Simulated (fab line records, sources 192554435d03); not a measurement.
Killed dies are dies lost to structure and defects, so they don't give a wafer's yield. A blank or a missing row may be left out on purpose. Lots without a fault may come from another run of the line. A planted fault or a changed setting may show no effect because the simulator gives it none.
Chamber matching | flow n5_finfet | N5_SD_EPI_P_ETCH_47 on rie_diel-03: 4 sister chambers
The step etches SiOCN in CH3F/O2, target depth 25 nm. 22 wafers are shown with their chamber, then 11 later ones without.

WAFERS WITH THEIR CHAMBER
wafer  | chamber | showerhead_plenum_p_Torr (Torr) | oes_product_au (a.u.) | throttle_valve_pct (%)
L074.2 | 1       | 2.01                            | 0.75                  | 16.61
L074.5 | 3       | 2.09                            | 0.74                  | 16.41
L074.6 | 0       | 2.11                            | 0.86                  | 16.23
L079.3 | 2       | 1.92                            | 0.72                  | 16.44
L079.5 | 0       | 2.11                            | 0.85                  | 16.26
L079.6 | 1       | 2.01                            | 0.74                  | 16.62
L081.1 | 2       | 1.92                            | 0.72                  | 16.49
L081.3 | 1       | 2.01                            | 0.74                  | 16.64
L081.6 | 1       | 2.01                            | 0.74                  | 16.63
L082.1 | 2       | 1.92                            | 0.72                  | 16.45
L082.3 | 3       | 2.09                            | 0.73                  | 16.44
L082.4 | 1       | 2.01                            | 0.74                  | 16.63
L083.1 | 0       | 2.10                            | 0.84                  | 16.27
L083.4 | 3       | 2.09                            | 0.73                  | 16.45
L083.6 | 3       | 2.09                            | 0.73                  | 16.46
L084.1 | 3       | 2.09                            | 0.73                  | 16.47
L084.2 | 0       | 2.10                            | 0.83                  | 16.26
L084.4 | 2       | 1.92                            | 0.71                  | 16.46
L085.2 | 1       | 2.00                            | 0.74                  | 16.65
L085.3 | 2       | 1.92                            | 0.72                  | 16.47
L085.6 | 1       | 2.00                            | 0.74                  | 16.66
L087.2 | 2       | 1.92                            | 0.71                  | 16.46

SIGNATURES (means of the wafers above)
reading                  | chamber 0 | chamber 1 | chamber 2 | chamber 3 | scatter within a chamber
showerhead_plenum_p_Torr | 2.1050    | 2.0071    | 1.9200    | 2.0900    | 0.00367
oes_product_au           | 0.8450    | 0.7414    | 0.7167    | 0.7320    | 0.00666
throttle_valve_pct       | 16.2550   | 16.6343   | 16.4617   | 16.4460   | 0.0187
Rule: a wafer's distance from a chamber is the root of the sum, over the readings, of the square of ((its reading less the chamber's mean) divided by the reading's scatter). The wafer belongs to the nearest chamber; if the next one is less than 2 further off, it can't be placed. The scatter: the root of (the sum of the squares of (reading less its chamber's mean) over the shown wafers, divided by (wafers less chambers)).

WAFERS WITHOUT THEIR CHAMBER
wafer  | showerhead_plenum_p_Torr (Torr) | oes_product_au (a.u.) | throttle_valve_pct (%)
L087.3 | 2.10                            | 0.83                  | 16.28
L087.5 | 2.00                            | 0.73                  | 16.65
L090.1 | 1.91                            | 0.70                  | 16.49
L090.4 | 2.00                            | 0.73                  | 16.67
L090.5 | 2.08                            | 0.72                  | 16.48
L092.1 | 2.00                            | 0.73                  | 16.69
L092.2 | 1.91                            | 0.70                  | 16.53
L092.5 | 2.00                            | 0.72                  | 16.68
L093.1 | 2.10                            | 0.81                  | 16.32
L093.3 | 1.91                            | 0.70                  | 16.50
L093.5 | 2.00                            | 0.72                  | 16.70

WHICH CHAMBER EACH WENT THROUGH
wafer  | from the rows above | in truth
L087.3 | 0                   | 0
L087.5 | 1                   | 1
L090.1 | 2                   | 2
L090.4 | 1                   | 1
L090.5 | 3                   | 3
L092.1 | 1                   | 1
L092.2 | 2                   | 2
L092.5 | 1                   | 1
L093.1 | 0                   | 0
L093.3 | 2                   | 2
L093.5 | 1                   | 1
Placed correctly: 11 of 11. Can't be placed from these rows: 0. Placed wrongly: 0.
